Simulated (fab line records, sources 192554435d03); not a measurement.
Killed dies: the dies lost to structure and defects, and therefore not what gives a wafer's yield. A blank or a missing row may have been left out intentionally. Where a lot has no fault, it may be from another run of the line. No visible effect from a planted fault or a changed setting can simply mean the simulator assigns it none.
fab line records + flow n5_finfet
record
- lots=4
- wafers=12
- last_day=16
route steps=1938 shown HKMG_FIN@409 BEOL_M4@1111 PASSIVATION@1936
lots with no fault: from the same line, run without faults
start_h: the number of hours between the record's first day and the start of the first shown wafer of the lot + wait_h: time in hours since the lot's previous step + " identical to the entry in the row above + L1.1+2: a single row standing in for several wafers + - no value, or no start given + * or withheld: withheld + < > ~ a bound
route shown NAME@n: NAME is a module with steps in the file, n the number in the route of the first one + usual: average and standard deviation across the fault-free wafers + same: alike in all rows + chamber/n: place in a boat + sites: each site's reading + _std_site: the standard deviation of these + _edge_site: inner sites' mean taken away from outer sites' mean + radius_mm: for every site, how far away it sits from the centre of the wafer + mask NAME#n: copy n + behind: the most recent tool/chamber to have shaped the wafer + hold: cause of the lot's hold/its duration in hours/its outcome + device: which transistor (n, p or np) failed to switch + end of line: tests run on the same wafers once the route is complete + step lacking rows: just its recipe + killed: the dies lost at the first sort to structure and to defects; this is not the yield of the wafer + map: a wafer's dies, x killed, . not, _ none there
set.NAME: the setting the step ran with; set.NAME@STEP: the setting that earlier step ran with + model.NAME: the simulator's own value behind a step, which no gauge read
lots at some steps of the route; a table a step, a row a wafer
services: when a tool's chamber went out of use (start_h, in hours from the record's first day, below 0 if earlier), for how many hours, and the reason
## steps
# step N5_HKMG_FIN_STRIP_60
# recipe
- chemistry=N2/H2
- power_w=2500
- temp_c=300
- h2_frac=0.65
- time_s=360
- pressure_mtorr=withheld
- n2_flow_sccm=1750
- h2_flow_sccm=3250
# step N5_HKMG_FIN_WET_ETCH_77
# recipe
- chemistry=dHCl
- mix=1:10000
- temp_c=25
- target=La2O3
- stop_on=HfO2
- target_depth_nm=2
# step N5_HKMG_FIN_WET_ETCH_78
# recipe
- chemistry=dNH4OH
- mix=1:50
- temp_c=25
- target=Al2O3
- stop_on=La2O3
- target_depth_nm=4.5
- dry=ipa_marangoni
- rinse_time_s=30
- rinse_temp_c=23
# step N5_HKMG_FIN_ALD_79
# recipe
- material=TiN
- target_thk_a=15
- temp_c=400
- ald_precursor_family=TiCl4
- ald_co_reactant=NH3
- pulse_time_s=1
- purge_time_s=3
- co_reactant_purge_time_s=2
- co_reactant_pulse_time_s=2
- ald_cycles=68
- pressure_torr=3
# step N5_HKMG_FIN_CVD_62
# recipe
- material=a-Si
- target_thk_a=30
- temp_c=500
- precursor=Si2H6
- pressure_torr=1
- time_s=20.8
# step N5_HKMG_FIN_RTA_80
# recipe
- temp_c=withheld
- time_s=2
- ambient=N2
- idle_temp_c=600
- ramp_up_c_per_s=150
- ramp_down_c_per_s=60
- cool_to_c=600
# step N5_HKMG_FIN_PRECLEAN_64
# recipe
- chemistry=dHF
- time_s=30
- temp_c=25
- dilution=withheld
# step N5_HKMG_FIN_WET_ETCH_65
# recipe
- chemistry=TMAH
- temp_c=70
- conc_wt_pct=5
- target=a-Si
- stop_on=TiN
- time_s=49
- target_depth_nm=3
# step N5_HKMG_FIN_WET_ETCH_81
# recipe
- chemistry=SC1
- target=TiN
- stop_on=HfO2
- mix=1:1:5
- temp_c=60
- time_s=57
- target_depth_nm=6
# step N5_HKMG_FIN_WET_ETCH_82
# recipe
- chemistry=dHCl
- mix=1:10000
- temp_c=25
- target=La2O3
- stop_on=HfO2
- target_depth_nm=2
- dry=ipa_marangoni
- rinse_time_s=30
- rinse_temp_c=23
# step N5_HKMG_FIN_ALD_36
# recipe
- material=TiN
- target_thk_a=10
- temp_c=400
- ald_precursor_family=TiCl4
- ald_co_reactant=NH3
- pulse_time_s=1
- purge_time_s=3
- co_reactant_purge_time_s=2
- co_reactant_pulse_time_s=2
- ald_cycles=47
- pressure_torr=3
# step N5_HKMG_FIN_PWFM_ALD_03
# recipe
- material=TiN
- target_thk_a=20
- temp_c=400
- ald_precursor_family=TiCl4
- ald_co_reactant=NH3
- pulse_time_s=1
- purge_time_s=3
- co_reactant_purge_time_s=2
- co_reactant_pulse_time_s=2
- ald_cycles=91
- pressure_torr=3
# usual
- ald_cycles=91/0
- heater_power_w=914/90
- precursor_pulse_height_rel=0.998/0.019
| lot.wafer | tool         | chamber | start_h | wait_h | ald_cycles | heater_power_w | precursor_pulse_height_rel | model.TiN_of_HKMG_FIN_PWFM_ALD_03.thk_nm |
|-----------|--------------|---------|---------|--------|------------|----------------|----------------------------|------------------------------------------|
| L799.1    | ald_metal-02 | 2       | 104.46  | 0.0    | 91         | 976            | 1.003                      | 2                                        |
| L799.2    | "            | 1       | "       | "      | 91         | 805            | 0.995                      | 2                                        |
| L799.3    | "            | 0       | "       | "      | 91         | 934            | 1.016                      | 2                                        |
| L802.2    | ald_metal-02 | 2       | 126.74  | 0.0    | 91         | 1001           | 0.987                      | 2                                        |
| L802.3    | "            | 3       | "       | "      | 173        | 917            | 1.005                      | 3.8                                      |
| L802.5    | "            | 0       | "       | "      | 91         | 927            | 1.009                      | 2                                        |
| L804.1    | ald_metal-02 | 1       | 133.15  | 0.0    | 91         | 821            | 1.001                      | 2                                        |
| L804.2    | "            | 2       | "       | "      | 91         | 998            | 0.989                      | 2                                        |
| L804.3    | "            | 0       | "       | "      | 173        | 929            | 0.999                      | 3.8                                      |
| L812.1    | ald_metal-01 | 1       | 183.69  | 0.0    | 91         | 853            | 1.014                      | 2                                        |
| L812.3    | "            | 2       | "       | "      | 91         | 864            | 1.017                      | 2                                        |
| L812.5    | "            | 1       | "       | "      | 91         | 859            | 0.966                      | 2                                        |
# step N5_HKMG_FIN_COAT_29
# recipe
- resist=SOC
- temp_c=250
- time_s=60
- spin_rpm=1500
- resist_thk_nm=300
# step N5_HKMG_FIN_COAT_30
# recipe
- resist=SiARC
- temp_c=220
- time_s=60
- spin_rpm=1500
- resist_thk_nm=35
# step N5_HKMG_FIN_COAT_06
# recipe
- resist=CAR-ArF
- spin_rpm=1500
- resist_thk_nm=90
# step N5_HKMG_FIN_EBR_08
# recipe
- solvent=PGMEA
- ebr_width_mm=1.5
# step N5_HKMG_FIN_SOFTBAKE_07
# recipe
- temp_c=110
- time_s=60
- resist=CAR-ArF
# step N5_HKMG_FIN_EXPOSE_09
# recipe
- mask_id=NWFM
- na=1.35
- source_shape=conventional
- sigma_outer=0.8
- polarization=unpolarized
- dose_mj=39.25
# step N5_HKMG_FIN_PEB_10
# recipe
- peb_temp_c=withheld
- peb_time_s=60
- resist=CAR-ArF
# step N5_HKMG_FIN_DEVELOP_11
# recipe
- develop_time_s=30
- developer=TMAH
- resist=CAR-ArF
- dev_temp_c=23
- rinse_liquid=diw
- dry=air_spin
# step N5_HKMG_FIN_DESCUM_17
# recipe
- chemistry=O2
- time_s=7.9
- source_power_w=50
- bias_power_w=20
- pressure_mtorr=20
- rf_frequency_hz=2.712e+07
- temp_c=40
- resist=CAR-ArF
- o2_flow_sccm=225
# step N5_HKMG_FIN_ETCH_31
# recipe
- chemistry=CF4
- target=SiARC
- target_depth_a=455
- mask_material=CAR-ArF
- time_s=75.8
- ion_energy_ev=80
- pressure_mtorr=40
- source_w=545
- bias_w=36
- Ar_flow_sccm=100
- cf4_flow_sccm=100
- ends=cleared
# step N5_HKMG_FIN_ETCH_32
# recipe
- chemistry=N2/H2
- target=SOC
- target_depth_a=2400
- temp_c=40
- time_s=300
- ion_energy_ev=200
- mask_material=SiARC
- pressure_mtorr=30
- source_w=840
- bias_w=150
- n2_flow_sccm=200
- h2_flow_sccm=200
# step N5_HKMG_FIN_STRIP_33
# recipe
- chemistry=N2/H2
- temp_c=40
- n2_flow_sccm=200
- h2_flow_sccm=200
- rf_frequency_hz=6e+07
# step N5_HKMG_FIN_STRIP_34
# recipe
- chemistry=CF4
- resist=SiARC
- power_w=300
- bias_power_w=75
- pressure_mtorr=50
- cf4_flow_sccm=150
- rf_frequency_hz=6e+07
# step N5_HKMG_FIN_ETCH_35
# recipe
- chemistry=N2/H2
- target=SOC
- target_depth_a=2158
- ion_energy_ev=65
- bias_w=5
- source_w=3000
- time_s=243.4
- pressure_mtorr=30
- n2_flow_sccm=200
- h2_flow_sccm=200
# step N5_HKMG_FIN_STRIP_92
# recipe
- chemistry=N2/H2
- material=SOC
- time_s=20
- power_w=500
- temp_c=40
- pressure_mtorr=50
- rf_frequency_hz=6e+07
- bias_power_w=8
- h2_frac=0.5
- n2_flow_sccm=300
- h2_flow_sccm=300
# step N5_HKMG_FIN_WET_ETCH_18
# recipe
- chemistry=SC1
- target=TiN
- mix=1:1:5
- temp_c=*
- time_s=55
- target_depth_nm=5.2
- dry=ipa_marangoni
- rinse_time_s=30
- rinse_temp_c=23
# step N5_HKMG_FIN_STRIP_19
# recipe
- chemistry=N2/H2
- power_w=2500
- temp_c=300
- h2_frac=0.65
- time_s=360
- pressure_mtorr=withheld
- n2_flow_sccm=1750
- h2_flow_sccm=3250
# step N5_HKMG_FIN_ALD_91
# recipe
- material=TiN
- target_thk_a=10
- temp_c=400
- ald_precursor_family=TiCl4
- ald_co_reactant=NH3
- pulse_time_s=1
- purge_time_s=3
- co_reactant_purge_time_s=2
- co_reactant_pulse_time_s=2
- ald_cycles=47
- pressure_torr=3
# step N5_HKMG_FIN_COAT_85
# recipe
- resist=SOC
- temp_c=250
- time_s=60
- spin_rpm=1500
- resist_thk_nm=300
# step N5_HKMG_FIN_ETCH_86
# recipe
- chemistry=N2/H2
- target=SOC
- target_depth_a=3932
- stop_on=TiN
- ion_energy_ev=100
- bias_w=61
- pressure_mtorr=30
- source_w=850
- n2_flow_sccm=200
- h2_flow_sccm=200
# step N5_HKMG_FIN_STRIP_89
# recipe
- chemistry=N2/H2
- material=SOC
- time_s=20
- power_w=500
- temp_c=40
- pressure_mtorr=50
- rf_frequency_hz=6e+07
- bias_power_w=8
- h2_frac=0.5
- n2_flow_sccm=300
- h2_flow_sccm=300
# step N5_HKMG_FIN_WET_ETCH_87
# recipe
- chemistry=SC1
- target=TiN
- mix=1:2:40
- temp_c=50
- time_s=154.2
- target_depth_nm=4.7
- dry=ipa_marangoni
- rinse_time_s=30
- rinse_temp_c=23
# step N5_HKMG_FIN_STRIP_88
# recipe
- chemistry=N2/H2
- power_w=2500
- temp_c=300
- h2_frac=0.65
- time_s=360
- pressure_mtorr=withheld
- n2_flow_sccm=1750
- h2_flow_sccm=3250
# step N5_HKMG_FIN_NWFM_ALD_20
# recipe
- material=TiAlC
- target_thk_a=20
- temp_c=300
- ald_precursor_family=TiCl4
- ald_co_reactant=TEA
- pulse_time_s=3
- purge_time_s=2
- co_reactant_purge_time_s=2
- co_reactant_pulse_time_s=10
- ald_cycles=7
- pressure_torr=3
# step N5_HKMG_FIN_ALD_71
# recipe
- material=TiN
- target_thk_a=10
- temp_c=400
- ald_precursor_family=TiCl4
- ald_co_reactant=NH3
- pulse_time_s=1
- purge_time_s=3
- co_reactant_purge_time_s=2
- co_reactant_pulse_time_s=2
- ald_cycles=47
- pressure_torr=3
# step N5_HKMG_FIN_COAT_66
# recipe
- resist=SOC
- temp_c=250
- time_s=60
- spin_rpm=1500
- resist_thk_nm=300
# step N5_BEOL_M4_RC_MEAS_101
# usual
- DIBL_N=35.0/2.4
- DIBL_P=35.4/2.8
- IOFF_N=0.14/0.045
- IOFF_N_85C=2.9/0.73
- IOFF_N_LIN=0.068/0.017
- IOFF_N_LONG=5.45e-05/2.6e-06
- IOFF_P=0.20/0.048
- IOFF_P_85C=3.5/0.69
- IOFF_P_LIN=0.096/0.017
- IOFF_P_LONG=0.000104/7.3e-06
- ION_N=667/19
- ION_P=460/11
- SS_N=71.2/0.71
- SS_P=73.1/0.86
- VT_N=252/4.6
- VT_N_LONG=275.2/2.1
- VT_N_LVT=101/4.6
- VT_P=-251/3.4
- VT_P_LONG=-275.6/2.3
- VT_P_LVT=-100/3.5
| lot.wafer | tool      | chamber | start_h | wait_h | DIBL_N[mV/V] | DIBL_P[mV/V] | IOFF_N[nA/um] | IOFF_N_85C[nA/um] | IOFF_N_LIN[nA/um] | IOFF_N_LONG[nA/um] | IOFF_P[nA/um] | IOFF_P_85C[nA/um] | IOFF_P_LIN[nA/um] | IOFF_P_LONG[nA/um] | ION_N[uA/um] | ION_P[uA/um] | SS_N[mV/dec] | SS_P[mV/dec] | VT_N[mV] | VT_N_LONG[mV] | VT_N_LVT[mV] | VT_P[mV] | VT_P_LONG[mV] | VT_P_LVT[mV] |
|-----------|-----------|---------|---------|--------|--------------|--------------|---------------|-------------------|-------------------|--------------------|---------------|-------------------|-------------------|--------------------|--------------|--------------|--------------|--------------|----------|---------------|--------------|----------|---------------|--------------|
| L799.1    | prober-02 | 0       | 195.73  | 0.0    | 34.9         | 35.8         | 0.16          | 3.0               | 0.074             | 5.83e-05           | 0.21          | 3.7               | 0.101             | 0.000106           | 684          | 469          | 71.4         | 73.3         | 249      | 272.0         | 98           | -248     | -274.0        | -98          |
| L799.2    | "         | 0       | "       | "      | 35.5         | 35.6         | 0.18          | 3.3               | 0.082             | 5.93e-05           | 0.22          | 3.9               | 0.106             | 0.000106           | 697          | 476          | 70.5         | 73.4         | 247      | 271.9         | 96           | -249     | -276.2        | -97          |
| L799.3    | "         | 0       | "       | "      | 33.9         | 34.2         | 0.15          | 2.9               | 0.070             | 5.88e-05           | 0.19          | 3.4               | 0.094             | 0.000116           | 687          | 471          | 70.2         | 73.1         | 249      | 269.6         | 98           | -249     | -273.9        | -98          |
| L802.2    | prober-02 | 0       | 222.28  | 0.2    | 34.8         | 34.8         | 0.12          | 2.5               | 0.056             | 5.23e-05           | 0.18          | 3.2               | 0.089             | 9.3e-05            | 645          | 443          | 71.6         | 73.2         | 253      | 279.1         | 106          | -252     | -277.9        | -104         |
| L802.3    | "         | 0       | "       | "      | 30.9         | 31.4         | 0.01          | 0.4               | 0.008             | 2.38e-05           | 1.13          | 15.3              | 0.609             | 0.000352           | 539          | 543          | 70.6         | 71.2         | 309      | 327.4         | 158          | -194     | -229.3        | -47          |
| L802.5    | "         | 0       | "       | "      | 34.4         | 35.5         | 0.13          | 2.6               | 0.062             | 5.23e-05           | 0.18          | 3.3               | 0.090             | 0.000102           | 666          | 461          | 70.8         | 72.9         | 252      | 276.3         | 104          | -251     | -275.4        | -102         |
| L804.1    | prober-02 | 0       | 226.65  | 0.0    | 35.0         | 35.9         | 0.15          | 2.9               | 0.071             | 5.72e-05           | 0.19          | 3.4               | 0.094             | 0.000106           | 689          | 467          | 71.7         | 73.7         | 248      | 272.2         | 99           | -250     | -271.0        | -100         |
| L804.2    | "         | 0       | "       | "      | 31.7         | 30.9         | 0.09          | 1.9               | 0.046             | 5.53e-05           | 0.13          | 2.4               | 0.071             | 0.000107           | 628          | 438          | 71.0         | 71.4         | 260      | 274.5         | 107          | -259     | -275.8        | -106         |
| L804.3    | "         | 0       | "       | "      | 34.4         | 33.3         | 0.02          | 0.5               | 0.009             | 2.49e-05           | 1.31          | 16.9              | 0.674             | 0.000365           | 540          | 531          | 71.1         | 72.8         | 305      | 324.9         | 156          | -192     | -230.8        | -45          |
| L812.1    | prober-02 | 0       | 281.87  | 0.0    | 33.3         | 33.2         | 0.12          | 2.4               | 0.060             | 5.43e-05           | 0.18          | 3.1               | 0.091             | 0.000107           | 674          | 467          | 71.2         | 72.3         | 253      | 274.2         | 102          | -253     | -277.6        | -102         |
| L812.3    | "         | 0       | "       | "      | 35.8         | 35.9         | 0.15          | 3.0               | 0.071             | 5.41e-05           | 0.21          | 3.6               | 0.102             | 9.9e-05            | 665          | 457          | 71.1         | 72.7         | 251      | 274.5         | 99           | -249     | -277.0        | -101         |
| L812.5    | "         | 0       | "       | "      | 35.5         | 35.8         | 0.13          | 2.7               | 0.064             | 5.33e-05           | 0.21          | 3.5               | 0.099             | 9.7e-05            | 646          | 449          | 71.6         | 72.9         | 253      | 275.5         | 103          | -251     | -276.2        | -101         |
# step N5_PASSIVATION_PROBE_49
# usual
- defect_limited_yield=91.7/1.4
- killed_at_M0_to_M3=32/9.7
- killed_at_M4_up=14/5.5
- killed_at_contacts=13/6.1
- killed_at_front_end=35/10
- killed_at_other=4.2/2.9
- killed_dies=98/17
- killed_open=63/12
- killed_short=32/7.7
- sort_bin_4_leakage=0.0/0.33
- sort_bin_5_function=4.8/0.9
- sort_bin_6_memory=3.1/0.63
- sort_bin_8_speed=1/3.3
- sort_n_pass=1073/41
- sort_yield_pct=91/3.5
# same
- gross_dies=1180
- killed_at_back_side=0
| lot.wafer | tool      | chamber | start_h | wait_h | defect_limited_yield[%] | killed_at_M0_to_M3 | killed_at_M4_up | killed_at_contacts | killed_at_front_end | killed_at_other | killed_dies | killed_open | killed_short | sort_bin_4_leakage[%] | sort_bin_5_function[%] | sort_bin_6_memory[%] | sort_bin_8_speed[%] | sort_n_pass | sort_yield_pct[%] |
|-----------|-----------|---------|---------|--------|-------------------------|--------------------|-----------------|--------------------|---------------------|-----------------|-------------|-------------|--------------|-----------------------|------------------------|----------------------|---------------------|-------------|-------------------|
| L799.1    | prober-01 | -       | 292.27  | 0.0    | 93.6                    | 18                 | 13              | 13                 | 25                  | 6               | 75          | 41          | 33           | 0                     | 4.2                    | 2.0                  | 0                   | 1105        | 94                |
| L799.3    | prober-01 | -       | 292.37  | 0.1    | 92.6                    | 21                 | 10              | 16                 | 35                  | 5               | 87          | 55          | 32           | 0                     | 4.2                    | 2.9                  | 0                   | 1093        | 93                |
| L804.1    | prober-02 | -       | 319.71  | 0.0    | 90.9                    | 61                 | 14              | 5                  | 26                  | 1               | 107         | 78          | 28           | 0                     | 4.8                    | 4.0                  | 0                   | 1073        | 91                |
| L804.2    | prober-02 | -       | 319.76  | 0.1    | 91.4                    | 38                 | 8               | 5                  | 50                  | 1               | 102         | 66          | 25           | 0                     | 4.7                    | 3.1                  | 11                  | 949         | 80                |
| L804.3    | prober-02 | -       | 319.81  | 0.1    | 92.6                    | 36                 | 7               | 12                 | 29                  | 3               | 87          | 53          | 33           | 92.6                  | 4.2                    | 2.6                  | 0                   | 0           | 0                 |
| L802.2    | prober-02 | -       | 324.16  | 0.1    | 91.0                    | 25                 | 13              | 31                 | 29                  | 8               | 106         | 62          | 43           | 0                     | 5.5                    | 3.1                  | 0                   | 1071        | 91                |
| L802.3    | prober-02 | -       | 324.21  | 0.1    | 93.3                    | 21                 | 13              | 17                 | 26                  | 2               | 79          | 57          | 21           | 93.3                  | 4.3                    | 2.2                  | 0                   | 0           | 0                 |
| L802.5    | prober-02 | -       | 324.31  | 0.2    | 93.9                    | 20                 | 10              | 16                 | 25                  | 1               | 72          | 45          | 25           | 0                     | 3.3                    | 2.5                  | 0                   | 1108        | 94                |
| L812.1    | prober-02 | -       | 394.56  | 0.0    | 91.3                    | 30                 | 10              | 22                 | 37                  | 4               | 103         | 67          | 26           | 0                     | 5.2                    | 2.8                  | 0                   | 1077        | 91                |
| L812.3    | prober-02 | -       | 394.66  | 0.1    | 92.1                    | 20                 | 13              | 14                 | 41                  | 5               | 93          | 60          | 26           | 0                     | 4.4                    | 2.6                  | 0                   | 1087        | 92                |
| L812.5    | prober-02 | -       | 394.76  | 0.2    | 93.8                    | 29                 | 3               | 14                 | 19                  | 8               | 73          | 48          | 24           | 0                     | 3.9                    | 1.9                  | 0                   | 1107        | 94                |
# killed by level:class
L799.1 MOL_CONTACT_COAG:geometric_particle:open=10 BEOL_M0_SAQP:geometric_particle:open=7 FIN_SAQP:geometric_particle:short=6 STI_FIN_REVEAL:geometric_particle:open=5 BEOL_M0_SAQP:geometric_particle:short=5 ILD0:geometric_particle:short=4 BEOL_M4:geometric_particle:short=4 BEOL_M4:geometric_particle:open=3
L799.3 MOL_CONTACT_COAG:geometric_particle:open=10 STI_FIN_REVEAL:geometric_particle:open=9 FIN_SAQP:geometric_particle:short=8 BEOL_M1:geometric_particle:open=8 MOL_CONTACT_COAG:geometric_particle:short=6 STI_FIN_REVEAL:geometric_particle:short=5 FIN_SAQP:geometric_particle:open=4 BEOL_M2:geometric_particle:open=4
L804.1 BEOL_M3:geometric_particle:open=21 BEOL_M1:geometric_particle:open=14 BEOL_M4:geometric_particle:open=10 STI_FIN_REVEAL:geometric_particle:open=9 BEOL_M1:geometric_particle:short=6 BEOL_M2:geometric_particle:open=6 MOL_CONTACT_COAG:geometric_particle:open=5 BEOL_M3:geometric_particle:short=5
L804.2 STI_FIN_REVEAL:geometric_particle:open=20 BEOL_M1:geometric_particle:open=8 BEOL_M3:geometric_particle:open=8 HKMG_FIN:area_etch=8 DUMMY_GATE:geometric_particle:open=5 BEOL_M0_SAQP:geometric_particle:short=5 BEOL_M0:geometric_particle:open=5 BEOL_M2:geometric_particle:open=4
L804.3 MOL_CONTACT_COAG:geometric_particle:open=8 BEOL_M0_SAQP:geometric_particle:short=6 BEOL_M1:geometric_particle:open=6 BEOL_M2:geometric_particle:open=6 BEOL_M3:geometric_particle:short=6 DUMMY_GATE:geometric_particle:open=5 GATE_CUT:geometric_particle:open=5 STI_FIN_REVEAL:geometric_particle:open=4
L802.2 MOL_CONTACT_COAG:geometric_particle:open=25 FIN_SAQP:geometric_particle:short=11 BEOL_M0_SAQP:geometric_particle:short=8 GATE_CUT:geometric_particle:open=6 MOL_CONTACT_COAG:geometric_particle:short=6 BEOL_M2:geometric_particle:open=6 GATE_CUT:geometric_particle:short=5 MIM_TOP_ETCH:geometric_particle:short=5
L802.3 MOL_CONTACT_COAG:geometric_particle:open=13 FIN_SAQP:geometric_particle:open=8 BEOL_M2:geometric_particle:open=7 BEOL_M4:geometric_particle:open=6 STI_FIN_REVEAL:geometric_particle:open=5 FIN_SAQP:geometric_particle:short=4 BEOL_M0_SAQP:geometric_particle:open=4 STI_FIN_REVEAL:geometric_particle:short=3
L802.5 MOL_CONTACT_COAG:geometric_particle:open=15 BEOL_M2:geometric_particle:open=8 GATE_CUT:geometric_particle:short=7 STI_FIN_REVEAL:geometric_particle:open=6 BEOL_M0_SAQP:geometric_particle:short=5 BEOL_M5:geometric_particle:open=5 FIN_SAQP:geometric_particle:short=4 BEOL_M4:geometric_particle:open=3
L812.1 MOL_CONTACT_COAG:geometric_particle:open=18 FIN_SAQP:geometric_particle:open=14 BEOL_M0_SAQP:geometric_particle:short=9 HKMG_FIN:area_etch=8 BEOL_M1:geometric_particle:open=7 BEOL_M0_SAQP:geometric_particle:open=5 MOL_CONTACT_COAG:geometric_particle:short=4 BEOL_M4:geometric_particle:open=4
L812.3 MOL_CONTACT_COAG:geometric_particle:open=13 FIN_SAQP:geometric_particle:open=12 BEOL_M0_SAQP:geometric_particle:short=7 HKMG_FIN:area_etch=6 BEOL_M1:geometric_particle:open=5 STARTING-WAFER:geometric_particle:open=5 FIN_SAQP:geometric_particle:short=4 DUMMY_GATE:geometric_particle:short=3
L812.5 MOL_CONTACT_COAG:geometric_particle:open=10 STI_FIN_REVEAL:geometric_particle:open=6 BEOL_M0_SAQP:geometric_particle:short=5 BEOL_M1:geometric_particle:open=5 BEOL_M3:geometric_particle:open=5 MOL_CONTACT_COAG:geometric_particle:short=4 BEOL_M0_SAQP:geometric_particle:open=4 GATE_CUT:geometric_particle:short=3
# map L802.2 (x killed, . not)
_________________.x......xx..________________
______________.....x...x........_____________
___________.....x..x...............__________
__________..............x......x...._________
________...............x.............._______
_______.....................x..........______
______............x.x..................._____
_____.....x...............x.x...x........____
____.....x........................x.......___
___x......x...x.........................x..__
___............x.x......x..................__
__...x......x.....xx.............x.......x.._
__.xx.x.xx..x.....xx..............x........._
_.........xx..x.................x...........x
_.x....x....x................................
_....x......x......x.x.......x...........x...
_.x..x.................x.....x...............
_x...........x..................x........xx..
_x................x..........................
_.x.........x..x.............................
_...........x......x......x..x.......x.......
__..x....xx.............x.......x......x...._
__..........x.........x..x.x.......x.....x.._
___..........x.............................__
___............x...........................__
____..............x.............x.........___
_____.........x........x.x..........x....____
______.............x...................._____
_______...........x....x.......x.......______
________........x...........x........._______
__________...x........x.....x......._________
___________........................__________
______________...........x..x..._____________
_________________.x..........________________
# map L804.1 (x killed, . not)
_________________...x........________________
______________...............xx._____________
___________x......................x__________
__________........x...xx............_________
________.......x.................x...._______
_______.......x.........x..........x...______
______.....x.......x.....x.............._____
_____...........x......................x.____
____.......x.......xxxx..............x....___
___.x..................x.x.................__
___.x...........................x.x......x.__
__.......x......................xx.........._
__x...................x....................x_
_x......x..........xx.................x....x.
_.x.......................x..x.......x...x...
_....x.........x.x.........x......xx.........
_......x..............x................x.....
_.........x..x.............x..............x..
_.......................x...x.........x......
_..........x..x...........x...........x..x...
_......x...x..x...x.x........................
__.........................................._
__..................x.............x........._
___...x...........x.....x................x.__
___...............x........x.x...........x.__
____..x.........................x.........___
_____....x........................xx.x...____
______......x..........................._____
_______......x..x............xx........______
________............x.......x....xx..._______
__________.............x.....x.x.x.._________
___________.x..................x...__________
______________.......x.........._____________
_________________..........x.________________
## services
| tool         | chamber | start_h | hours | kind   |
|--------------|---------|---------|-------|--------|
| ald_metal-02 | -       | 114.28  | 0.7   | repair |
## key
first_sign
- step=N5_HKMG_FIN_PWFM_ALD_03
- reading=ald_cycles
- direction=up
- sigmas=99+
- usual=*
- struck=*
effect
- step=N5_BEOL_M4_RC_MEAS_101
- reading=IOFF_P_LONG
- direction=up
- sigmas=35
- usual=0.000104
- struck=0.000359
effect
- step=N5_BEOL_M4_RC_MEAS_101
- reading=IOFF_P_LIN
- direction=up
- sigmas=33
- usual=0.096
- struck=0.641
effect
- step=N5_BEOL_M4_RC_MEAS_101
- reading=VT_N_LONG
- direction=up
- sigmas=25
- usual=275.2
- struck=326.2
effect
- step=N5_BEOL_M4_RC_MEAS_101
- reading=IOFF_P
- direction=up
- sigmas=21
- usual=0.20
- struck=1.22
effect
- step=N5_BEOL_M4_RC_MEAS_101
- reading=VT_P_LONG
- direction=up
- sigmas=20
- usual=-275.6
- struck=-230.1
effect
- step=N5_BEOL_M4_RC_MEAS_101
- reading=IOFF_P_85C
- direction=up
- sigmas=18
- usual=3.5
- struck=16.1
effect
- step=N5_BEOL_M4_RC_MEAS_101
- reading=VT_P
- direction=up
- sigmas=17
- usual=-251
- struck=-193
effect
- step=N5_BEOL_M4_RC_MEAS_101
- reading=VT_P_LVT
- direction=up
- sigmas=16
- usual=-100
- struck=-46
effect
- step=N5_BEOL_M4_RC_MEAS_101
- reading=VT_N
- direction=up
- sigmas=12
- usual=252
- struck=307
effect
- step=N5_BEOL_M4_RC_MEAS_101
- reading=VT_N_LVT
- direction=up
- sigmas=12
- usual=101
- struck=157
effect
- step=N5_BEOL_M4_RC_MEAS_101
- reading=IOFF_N_LONG
- direction=down
- sigmas=12
- usual=5.45e-05
- struck=2.44e-05
effect
- step=N5_BEOL_M4_RC_MEAS_101
- reading=ION_N
- direction=down
- sigmas=6.8
- usual=667
- struck=540
effect
- step=N5_PASSIVATION_PROBE_49
- reading=sort_bin_4_leakage
- direction=up
- sigmas=99+
- usual=0.0
- struck=93.0
model_effect
- step=N5_HKMG_FIN_PWFM_ALD_03
- value=TiN_of_HKMG_FIN_PWFM_ALD_03.thk_nm
- without=2
- struck=3.8
met_at N5_HKMG_FIN_PWFM_ALD_03
struck_wafers L802.3,L804.3
onset_between 104.46 126.74
fault
- kind=process_parameter_drift
- tool=ald_metal-02
- chamber=-
- onset_h=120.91
- steps=N5_HKMG_FIN_PWFM_ALD_03
- channel=ald_cycles
- offset=*
- shape=step
- end_h=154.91
- scope=struck_wafers_only
- acts_in=*
- stated=*
